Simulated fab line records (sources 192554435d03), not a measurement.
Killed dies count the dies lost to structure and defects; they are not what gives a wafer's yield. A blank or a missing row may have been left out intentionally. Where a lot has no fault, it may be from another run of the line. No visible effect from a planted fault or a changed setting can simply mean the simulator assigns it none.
Matching of chambers / flow n5_finfet / N5_BEOL_M3_STRIP_19 on rie_diel-03 has 4 sister chambers
The step strips in O2. 4 wafers are shown with their chamber, then 7 later ones without.

WAFERS WITH THEIR CHAMBER
wafer=L902.3; chamber=2; drypump_motor_current_A (A)=5.1
wafer=L900.6; chamber=3; drypump_motor_current_A (A)=5.4
wafer=L905.2; chamber=0; drypump_motor_current_A (A)=5.9
wafer=L905.3; chamber=1; drypump_motor_current_A (A)=6.1

WAFERS MISSING THEIR CHAMBER
wafer=L905.5; drypump_motor_current_A (A)=6.1
wafer=L907.2; drypump_motor_current_A (A)=5.0
wafer=L907.3; drypump_motor_current_A (A)=6.1
wafer=L907.4; drypump_motor_current_A (A)=5.4
wafer=L908.2; drypump_motor_current_A (A)=5.1
wafer=L908.3; drypump_motor_current_A (A)=5.9
wafer=L908.6; drypump_motor_current_A (A)=5.4

WHICH CHAMBER EACH WENT THROUGH
wafer=L905.5; from the rows above=1; in truth=1
wafer=L907.2; from the rows above=2; in truth=2
wafer=L907.3; from the rows above=1; in truth=1
wafer=L907.4; from the rows above=3; in truth=3
wafer=L908.2; from the rows above=2; in truth=2
wafer=L908.3; from the rows above=0; in truth=0
wafer=L908.6; from the rows above=3; in truth=3
Correct placement for 7 of the 7. Number that these rows cannot place: 0. Number placed wrongly: 0.
How it was worked out, from the rows above alone: a wafer's distance from a chamber is the root of the sum, over the readings, of the square of ((its reading less the chamber's mean) divided by the reading's scatter). If the next closest chamber is less than 2 further off than the closest, the wafer can't be placed; otherwise it belongs to the closest. A chamber's mean is the mean of its shown wafers. The scatter: with one shown wafer a chamber, the root of the mean of the squares of how far each hidden wafer lies from its nearest shown one.
